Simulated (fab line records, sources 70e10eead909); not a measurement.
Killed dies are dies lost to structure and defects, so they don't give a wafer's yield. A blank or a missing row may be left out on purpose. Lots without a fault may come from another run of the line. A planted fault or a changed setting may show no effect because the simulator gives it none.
One fault seen from 2 desks | flow nand_harc | each desk has only its own numbers; what lay behind them comes last

THE TOOL OWNER'S DESK: acl_dep-01
The tool's own readings at NHARC_A_CHANNEL_HOLE_D2_DEP_00 (deposits aC, target thk 3100 nm): means of the sampled wafers that have a number, for each lot that ran on this tool. A lot is out of limits, marked OUT, if its mean lies more than 4 standard deviations from the usual mean; the brackets give that distance.
Columns: A = throttle_valve_pct at NHARC_A_CHANNEL_HOLE_D2_DEP_00, usual 34.999 %
lot  | first seen here | A
L370 | day 13 00:07    | 35.009
L373 | day 14 01:01    | 34.986
L374 | day 14 19:28    | 34.988
L379 | day 16 21:49    | 34.999
L381 | day 17 23:05    | 35.013
L385 | day 19 17:05    | 34.992
L387 | day 19 20:50    | 35.005
L388 | day 20 10:34    | 35.002
This desk's finding: nothing out of limits on any of the 8 lots.

THE METROLOGY DESK
What the gauges read, lot by lot, whatever tool the lot ran on: means of the sampled wafers that have a number. A lot is out of limits, marked OUT, if its mean lies more than 4 standard deviations from the usual mean; the brackets give that distance.
Columns: A = thk_nm at NHARC_A_BONDPAD_THK_MEAS_30, usual 200.2 nm; B = thk_nm at NHARC_A_BONDPAD_THK_MEAS_20, usual 170.1 nm
lot  | first seen here | A     | B
L370 | day 22 23:05    | 201.6 | 169.0
L372 | day 23 12:59    | 199.1 | 168.0
L373 | day 23 14:59    | 200.5 | 170.3
L374 | day 24 07:17    | 201.7 | 169.5
L375 | day 24 14:33    | 200.0 | 170.2
L376 | day 25 14:41    | 199.3 | 169.2
L379 | day 26 20:44    | 200.6 | 169.3
L378 | day 27 07:49    | 199.6 | 169.8
L380 | day 27 12:55    | 200.3 | 171.2
L381 | day 27 18:04    | 201.5 | 169.8
L387 | day 29 09:13    | 198.4 | 171.8
L385 | day 29 13:59    | 201.9 | 168.2
L388 | day 30 19:53    | 198.9 | 169.8
L393 | day 32 20:23    | 199.1 | 169.8
This desk's finding: nothing out of limits on any of the 14 lots.

PUT TOGETHER
The tool owner's desk saw nothing out of limits.
The metrology desk saw nothing out of limits.

WHAT THE SIMULATOR HAD PUT IN
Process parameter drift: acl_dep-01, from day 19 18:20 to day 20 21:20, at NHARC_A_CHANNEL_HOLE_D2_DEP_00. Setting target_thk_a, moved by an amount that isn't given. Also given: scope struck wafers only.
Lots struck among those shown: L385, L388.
